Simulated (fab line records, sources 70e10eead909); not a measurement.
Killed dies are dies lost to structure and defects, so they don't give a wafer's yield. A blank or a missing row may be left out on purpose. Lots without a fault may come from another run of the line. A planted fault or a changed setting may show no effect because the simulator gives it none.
fab line records | flow nand_harc
record lots=6 wafers=18 last_day=24
route steps=1159 shown A_SGD_CUT@764 END@1159
lots that met no fault: from a run of the same line without faults
start_h: hours from the record's first day to the start of the lot's first wafer shown | wait_h: hours since the lot's step before | " the same as in the row above | L1.1+2: a row that stands for several wafers | - no value, or no start given | * or withheld: withheld | < > ~ a bound
route shown NAME@n: a module of which the file shows steps, and the number in the route of the first | usual: mean/standard deviation of fault-free wafers | same: alike in all rows | chamber/n: place in a boat | sites: the reading at each site | _std_site: their standard deviation | _edge_site: outer sites' mean less inner sites' | radius_mm: how far each site lies from the wafer's centre | mask NAME#n: copy n | behind: the tool/chamber that last shaped the wafer | hold: why the lot was held/for how many hours/how that ended | device: the transistor (n, p or np) that didn't switch | end of line: the same wafers' tests at the end of the route | a step without rows: its recipe alone | killed: dies lost to structure and defects at the first sort, not the wafer's yield | map: a wafer's dies, x killed, . not, _ none there
set.NAME: the setting as run; set.NAME@STEP: as run at that earlier step | model.NAME: the simulator's own value behind a step, which no gauge read
lots at some steps of the route; a table a step, a row a wafer
services: from which hour (start_h, from the record's first day; less than 0 if before it) a tool's chamber was out of use, for how many hours, and why
## steps
# step NHARC_A_SGD_CUT_ETCH_15
# recipe target_depth_a=750 time_s=64.3 ch3f_flow_sccm=50 o2_flow_sccm=30 ar_flow_sccm=200 rf_w=500 bias_w=100 chemistry=CH3F/O2
# usual drypump_motor_current_A=5.6/0.45 oes_product_au=0.964/0.013 rf_vpp_V=264.0/1.7 showerhead_plenum_p_Torr=2.46/0.1 throttle_valve_pct=20.664/0.0089
# columns lot.wafer tool chamber start_h wait_h drypump_motor_current_A oes_product_au rf_hours_counter_h rf_vpp_V showerhead_plenum_p_Torr throttle_valve_pct
L599.2 rie_diel-07 2 - - 6.4 0.960 5 266.4 2.60 20.670
L599.5 " 3 " " 5.6 0.975 - 265.8 2.62 20.663
L599.6 " 0 " " 5.4 0.981 - 264.0 2.46 20.682
L604.1 rie_diel-07 0 - - 5.4 0.956 8 264.0 2.46 20.657
L604.6 " 0 " " 5.4 0.959 - 263.5 2.46 20.667
L604.5 " 1 " " 4.7 0.973 - 261.8 2.29 20.669
L611.3 rie_diel-07 3 - - 5.7 0.990 9 266.1 2.62 20.672
L611.6 " 3 " " 5.7 0.996 - 266.4 2.61 20.668
L611.5 " 0 " " 5.4 0.961 - 263.8 2.46 20.652
L610.1 rie_diel-04 0 - - 5.3 0.975 9 264.2 2.46 20.658
L610.2 " 1 " " 5.0 0.956 10 264.4 2.48 20.670
L610.5 " 0 " " 5.3 0.977 - 263.4 2.46 20.650
L615.1 rie_diel-13 3 - - 6.0 0.982 13 265.2 2.51 20.654
L615.2 " 0 " " 5.5 0.961 15 263.6 2.50 20.668
L615.6 " 2 " " 5.3 0.984 - 262.1 2.34 20.664
L621.2 rie_diel-04 0 - - 5.3 0.980 13 263.4 2.46 20.658
L621.6 " 2 " " 6.0 0.957 - 265.0 2.54 20.653
L621.5 " 3 " " 6.0 0.969 - 261.1 2.28 20.659
# step NHARC_A_SGD_CUT_ETCH_16
# recipe target_depth_a=3105 time_s=155.2 c4f8_flow_sccm=withheld o2_flow_sccm=8 ar_flow_sccm=withheld rf_w=600 bias_w=800 chemistry=C4F8/O2/Ar
# usual oes_product_au=0.972/0.012 rf_vpp_V=723/4.4
# columns lot.wafer tool chamber start_h wait_h oes_product_au rf_hours_counter_h rf_vpp_V
L599.2 rie_diel-07 0 - - 0.995 5 723
L599.5 " 1 " " 0.974 - 716
L599.6 " 2 " " 0.958 - 729
L604.1 rie_diel-07 0 - - 0.974 8 722
L604.6 " 0 " " 0.973 - 724
L604.5 " 1 " " 0.977 - 716
L611.3 rie_diel-07 3 - - 0.995 9 731
L611.6 " 2 " " 0.978 - 728
L611.5 " 3 " " 0.998 - 729
L610.1 rie_diel-04 2 - - 0.966 9 727
L610.2 " 3 " " 0.979 9 716
L610.5 " 0 " " 0.986 - 723
L615.1 rie_diel-13 3 - - 0.973 13 725
L615.2 " 0 " " 0.968 15 725
L615.6 " 2 " " 0.984 - 720
L621.2 rie_diel-04 0 - - 0.981 13 723
L621.6 " 3 " " 0.976 - 716
L621.5 " 0 " " 0.984 - 723
# step NHARC_A_SGD_CUT_STRIP_60
# recipe c4f8_flow_sccm=withheld o2_flow_sccm=8 ar_flow_sccm=withheld bias_w=0 chemistry=C4F8/O2/Ar
# step NHARC_A_SGD_CUT_STRIP_17
# recipe o2_flow_sccm=500 ar_flow_sccm=0 bias_w=0 chemistry=O2
# usual drypump_motor_current_A=5.6/0.46 oes_product_au=0.999/0.0073 rf_vpp_V=57.8/0.8 showerhead_plenum_p_Torr=3.53/0.14 throttle_valve_pct=17.037/0.0084
# columns lot.wafer tool chamber start_h wait_h drypump_motor_current_A oes_product_au rf_hours_counter_h rf_vpp_V showerhead_plenum_p_Torr throttle_valve_pct
L599.2 rie_diel-07 2 - - 6.4 1.001 5 58.4 3.72 17.042
L599.6 " 1 " " 4.7 1.003 - 56.4 3.30 17.052
L599.5 " 2 " " 6.4 1.002 - 57.9 3.72 17.025
L604.1 rie_diel-07 0 - - 5.4 1.000 8 58.1 3.52 17.035
L604.5 " 1 " " 4.7 0.997 - 58.5 3.30 17.028
L604.6 " 2 " " 6.4 0.987 - 57.7 3.72 17.027
L611.3 rie_diel-07 1 - - 4.7 0.990 10 56.3 3.30 17.022
L611.6 " 3 " " 5.6 1.007 - 58.8 3.74 17.045
L611.5 " 0 " " 5.4 0.993 - 58.1 3.52 17.039
L610.1 rie_diel-04 3 - - 6.0 0.996 10 57.2 3.28 17.041
L610.2 " 1 " " 5.0 0.994 10 56.9 3.55 17.028
L610.5 " 3 " " 6.0 0.994 - 57.6 3.28 17.022
L615.2 rie_diel-13 2 - - 5.3 1.004 15 58.3 3.36 17.033
L615.1 " 3 " " 6.0 1.001 13 56.8 3.60 17.035
L615.6 " 2 " " 5.3 0.992 - 57.2 3.36 17.022
L621.2 rie_diel-04 1 - - 5.0 0.997 15 56.9 3.55 17.026
L621.5 " 1 " " 5.0 0.988 - 57.4 3.55 17.024
L621.6 " 2 " " 6.0 0.990 - 58.0 3.64 17.058
# step NHARC_A_SGD_CUT_PRECLEAN_18
# recipe time_s=* temp_c=50 bath_age_min=0 chemistry=SC1
# step NHARC_A_SGD_CUT_SRD_19
# step NHARC_A_SGD_CUT_DEP_20
# recipe target_thk_a=1500 temp_c=65 material=SiO2
# step NHARC_A_SGD_CUT_ANNEAL_27
# recipe temp_c=450 time_s=1800
# step NHARC_A_SGD_CUT_CMP_21
# recipe target_thk_nm=148.19
# usual motor_current_A=12.8/0.94 time_to_endpoint_s=51.1/2.5
# columns lot.wafer tool chamber start_h wait_h motor_current_A time_to_endpoint_s
L599.2 cmp-01 0 310.01 0.4 11.9 56.0
L599.5 " 1 " " 13.7 56.4
L599.6 " 2 " " 12.9 55.6
L604.1 cmp-03 0 347.74 0.4 12.6 50.5
L604.5 " 0 " " 12.8 49.1
L604.6 " 1 " " 13.6 55.0
L611.3 cmp-03 2 387.82 0.4 13.5 50.3
L611.5 " 3 " " 11.3 51.6
L611.6 " 0 " " 12.9 47.8
L610.1 cmp-04 1 391.50 0.4 13.2 53.7
L610.2 " 3 " " 13.3 51.5
L610.5 " 2 " " 13.1 48.3
L615.1 cmp-03 2 427.66 0.5 14.2 49.8
L615.2 " 0 " " 12.9 46.5
L615.6 " 2 " " 12.6 51.3
L621.2 cmp-04 2 442.64 0.4 13.8 47.0
L621.6 " 1 " " 13.4 49.3
L621.5 " 2 " " 14.0 46.7
# step NHARC_A_SGD_CUT_THK_MEAS_22
# recipe thk_meas_gauge=ellipsometry
# usual thk_nm=148.4/1.4
# columns lot.wafer tool chamber start_h wait_h thk_nm
L599.2 film_metro-02 - 310.20 0.2 150.8
L599.5 " - " " 149.8
L599.6 " - " " 149.5
L604.1 film_metro-01 - 347.99 0.2 146.6
L604.5 " - " " 147.3
L604.6 " - " " 148.1
L611.3 film_metro-01 - 388.00 0.2 148.5
L611.5 " - " " 148.0
L611.6 " - " " 148.3
L610.1 film_metro-02 - 391.76 0.2 150.1
L610.2 " - " " 148.6
L610.5 " - " " 149.8
L615.1 film_metro-02 - 427.92 0.2 148.6
L615.2 " - " " 147.9
L615.6 " - " " 147.6
L621.2 film_metro-02 - 442.87 0.2 146.9
L621.5 " - " " 146.5
L621.6 " - " " 150.2
# step NHARC_A_SGD_CUT_SRD_23
# step NHARC_A_SGD_CUT_ETCH_26
# recipe target_depth_a=458 chemistry=dHF material=SiO2
# step NHARC_A_SGD_CUT_ETCHBACK_24
# recipe target_depth_a=500 over_etch_frac=0.3 time_s=92.857 ion_energy_ev=120 ch3f_flow_sccm=50 o2_flow_sccm=30 ar_flow_sccm=200 rf_w=500 bias_w=100 chemistry=CH3F/O2
# usual drypump_motor_current_A=5.6/0.47 oes_product_au=0.97/0.037 rf_vpp_V=244.3/1.7 run_length_s=114.1/0.55 showerhead_plenum_p_Torr=2.46/0.1 throttle_valve_pct=20.662/0.0088
# columns lot.wafer tool chamber start_h wait_h drypump_motor_current_A oes_product_au rf_hours_counter_h rf_vpp_V run_length_s showerhead_plenum_p_Torr throttle_valve_pct
L599.2 rie_diel-13 3 310.46 0.2 6.0 0.95 4 244.9 114.4 2.52 20.641
L599.5 " 0 " " 5.4 0.94 - 244.8 114.5 2.51 20.664
L599.6 " 1 " " 5.9 0.93 - 244.3 113.1 2.50 20.667
L604.1 rie_diel-07 2 348.23 0.2 6.4 0.93 7 246.3 113.9 2.59 20.655
L604.5 " 1 " " 4.7 0.93 - 241.2 114.4 2.29 20.660
L604.6 " 2 " " 6.4 0.93 - 245.7 114.4 2.59 20.653
L611.3 rie_diel-07 0 388.22 0.1 5.4 0.94 11 243.3 93.4 2.45 20.662
L611.6 " 0 " " 5.3 0.94 - 244.1 93.2 2.45 20.660
L611.5 " 1 " " 4.7 0.93 - 241.9 113.9 2.29 20.650
L610.2 rie_diel-07 1 391.98 0.1 4.7 1.01 11 242.2 114.4 2.29 20.670
L610.1 " 0 " " 5.4 1.01 11 243.3 93.6 2.45 20.661
L610.5 " 1 " " 4.7 1.00 - 240.9 114.2 2.29 20.663
L615.2 rie_diel-04 0 428.16 0.1 5.3 1.00 12 244.3 114.2 2.46 20.653
L615.1 " 1 " " 5.0 0.98 14 243.8 115.2 2.48 20.668
L615.6 " 0 " " 5.3 1.00 - 244.4 114.5 2.46 20.652
L621.2 rie_diel-04 2 443.11 0.1 6.0 0.91 15 245.5 114.6 2.54 20.657
L621.6 " 1 " " 5.0 0.91 - 245.1 115.1 2.47 20.662
L621.5 " 2 " " 6.1 0.91 - 248.0 114.2 2.54 20.674
# step NHARC_A_SGD_CUT_STRIP_28
# recipe time_s=20 o2_flow_sccm=500 ar_flow_sccm=0 bias_w=0 chemistry=O2
# usual drypump_motor_current_A=5.6/0.47 oes_product_au=0.999/0.0075 rf_vpp_V=57.8/0.84 showerhead_plenum_p_Torr=3.53/0.14 throttle_valve_pct=17.036/0.0095
# columns lot.wafer tool chamber start_h wait_h drypump_motor_current_A oes_product_au rf_hours_counter_h rf_vpp_V showerhead_plenum_p_Torr throttle_valve_pct
L599.2 rie_diel-13 0 - - 5.5 0.995 3 57.0 3.60 17.046
L599.5 " 3 " " 6.0 0.995 - 58.0 3.61 17.032
L599.6 " 0 " " 5.5 0.990 - 58.6 3.60 17.054
L604.1 rie_diel-07 0 - - 5.4 1.001 8 56.9 3.52 17.049
L604.6 " 1 " " 4.7 1.000 - 58.2 3.30 17.027
L604.5 " 2 " " 6.5 0.994 - 58.9 3.72 17.051
L611.3 rie_diel-07 2 388.37 0.1 6.4 0.989 10 57.6 3.72 17.050
L611.6 " 3 " " 5.6 1.014 - 57.2 3.74 17.025
L611.5 " 0 " " 5.4 1.008 - 58.5 3.52 17.035
L610.2 rie_diel-07 1 - - 4.7 1.003 11 57.7 3.30 17.032
L610.1 " 3 " " 5.7 1.014 10 58.8 3.74 17.023
L610.5 " 2 " " 6.4 0.996 - 57.6 3.71 17.016
L615.2 rie_diel-04 1 - - 5.0 0.991 14 58.5 3.55 17.035
L615.1 " 2 " " 6.0 0.984 13 59.6 3.64 17.031
L615.6 " 3 " " 6.0 1.001 - 55.9 3.28 17.045
L621.2 rie_diel-04 1 - - 5.0 0.988 15 57.6 3.55 17.027
L621.6 " 3 " " 6.0 0.991 - 56.5 3.28 17.033
L621.5 " 0 " " 5.3 1.008 - 57.7 3.53 17.045
# step NHARC_END_SORT_01
# recipe temp_c=25
# usual killed_at_array=27/10 killed_at_other=0.6/1 killed_at_periphery=3.4/2.7 killed_dies=31/9.7 killed_open=3.4/1.7 killed_short=2.2/1.5
# same gross_dies=677
# columns lot.wafer tool chamber start_h wait_h killed_at_array killed_at_other killed_at_periphery killed_dies killed_open killed_short
L611.3 prober-02 0 504.43 3.1 161 1 1 163 4 3
L611.6 prober-02 0 506.85 4.0 151 0 2 153 3 1
L610.1 prober-02 0 511.77 2.5 165 0 2 167 4 1
# killed by level:class
L611.3 A_SGD_CUT:area_etchback=138 A_CHANNEL_HOLE_D1:chamber_film_flake=4 A_STAIRCASE:chamber_film_flake=4 A_SLIT:chamber_film_flake=4 A_CONTACT:chamber_film_flake=4 A_BLC:geometric_particle:open=2 P_M0:geometric_particle:open=1 A_SOURCE_PLATE:geometric_particle:short=1
L611.6 A_SGD_CUT:area_etchback=129 A_CONTACT:chamber_film_flake=7 A_SLIT:chamber_film_flake=5 A_STAIRCASE:chamber_film_flake=4 A_CHANNEL_HOLE_D1:chamber_film_flake=3 P_CONTACT:geometric_particle:open=1 A_ONON_D1:geometric_particle:open=1 A_SLIT:geometric_particle:open=1
L610.1 A_SGD_CUT:area_etchback=139 A_CHANNEL_HOLE_D1:chamber_film_flake=14 A_CONTACT:chamber_film_flake=3 A_ZERO_WELL:chamber_film_flake=2 P_CONTACT:geometric_particle:open=1 P_M0:geometric_particle:open=1 A_WL_FILL:geometric_particle:short=1 A_WL_FILL:geometric_particle:open=1
# map L610.1 (x killed, . not)
____________.____________
_________..x..x._________
_______...x..xx.x._______
______x.xxx.....x..______
_____.............x._____
____....x.....x......____
____x.x...x.......x.x____
___..x..x..x..x..x....___
___xx.x...............___
__..xx.x......x........__
__.x...xx...xx.........__
_.xx....xxxx.x.x........_
_.....x.x...x..........._
_...........x.x.x..x...x_
_..x.x.x.x..x.x...x....._
_..xx.xx..x..xxx....x..._
xxxx...x..x...x.x.xx.....
.xx.xx..x.x...........x..
x....x..xx.xxx....x......
.xx......xx.x..xxx.......
......x......x..xxx..x...
_x.......x.x.....xxx...._
_.x..xx.xxx.xx...x......_
_..x...xx.x...x.xxx....._
_..xx.x.x.......xxx....._
_.xx.xxxx.x.xx..xx......_
__..xxx.x..............__
__x.x......x.xx..x.....__
___...x..x.x..x.......___
___...................___
____x...x..x.........____
____.................____
_____.......x......._____
______.x...........______
_______..........._______
_________......._________
____________.____________
# map L611.3 (x killed, . not)
____________.____________
_________......._________
_______....xx.x..._______
______........x....______
_____....xx.x.x...x._____
____......x.xx.......____
____...........x...x.____
___........x.x.x.x....___
___..xxx..x.x.x..x....___
__x...x..x.x..x......x.__
__x....x....x.xx.....x.__
_..xxxx.x.......x..xx..x_
_.....xx..x.x.xx...x...._
_.x..x.x.xxxxx.........x_
_......x..x.xx.x......x._
_...xx.xx...xxx.xx..x.xx_
...xx..xx....x.xx.xx.....
.....xxx.xx..x.....x..xx.
...x....x.............x..
....x.x.xx..x.xx.x.x.....
........x...x....x.x.x...
_.x.....x.x......x.x...._
_x...xxx.xxx....x.x...x._
_..x.x.xx..x...x..xx...x_
_..........x............_
_.........x.x..x.x......_
__.......xxx......x....__
__x.x......x...........__
___.........x..x......___
___.........x.....x...___
____........x........____
____....x.x.......x..____
_____............x.._____
______.x........x..______
_______.......x..._______
_________......._________
____________.____________
## services
# columns tool chamber start_h hours kind
cmp-03 - 284.84 5.2 repair
rie_diel-07 0 286.27 - clean
rie_diel-07 1 286.27 - clean
rie_diel-07 2 286.27 - clean
rie_diel-04 2 288.49 2.6 repair
rie_diel-04 - 289.09 9.0 pm
cmp-04 - 301.00 4.0 pm
cmp-03 - 305.93 2.2 repair
rie_diel-13 - 313.05 1.5 repair
cmp-03 - 313.81 0.7 repair
cmp-03 - 323.05 2.2 repair
cmp-04 - 332.70 0.8 repair
rie_diel-04 0 340.37 7.3 repair
cmp-03 - 351.53 1.1 repair
cmp-03 - 353.15 4.0 pm
rie_diel-07 1 359.94 4.6 repair
rie_diel-07 2 364.65 12.1 repair
cmp-01 - 375.57 4.0 pm
rie_diel-13 3 384.56 8.6 repair
cmp-04 - 397.31 0.6 repair
cmp-04 - 399.00 4.0 pm
rie_diel-07 - 405.27 9.0 pm
cmp-04 - 414.31 3.6 repair
cmp-01 - 440.55 3.1 repair
## key
first_sign step=NHARC_A_SGD_CUT_ETCHBACK_24 reading=run_length_s direction=down sigmas=38 usual=* struck=*
effect step=NHARC_END_SORT_01 reading=killed_dies direction=up sigmas=13 usual=31 struck=161
more_kills_born_at NHARC_A_SGD_CUT_ETCHBACK_24@rie_diel-07=406
met_at NHARC_A_SGD_CUT_ETCHBACK_24
struck_wafers L610.1,L611.3,L611.6
tester_left_out L610,L611
fault kind=process_parameter_drift tool=rie_diel-07 chamber=0 onset_h=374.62 steps=NHARC_A_SGD_CUT_ETCHBACK_24 channel=time_s offset=* shape=step end_h=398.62 acts_in=* stated=*
# tester_left_out: of these lots the tester's yield and bins aren't shown, on N5 and GAA mostly nor the transistor test; their killed dies are dies lost to structure and defects alone, not to doping, threshold or leakage, so they don't give the yield
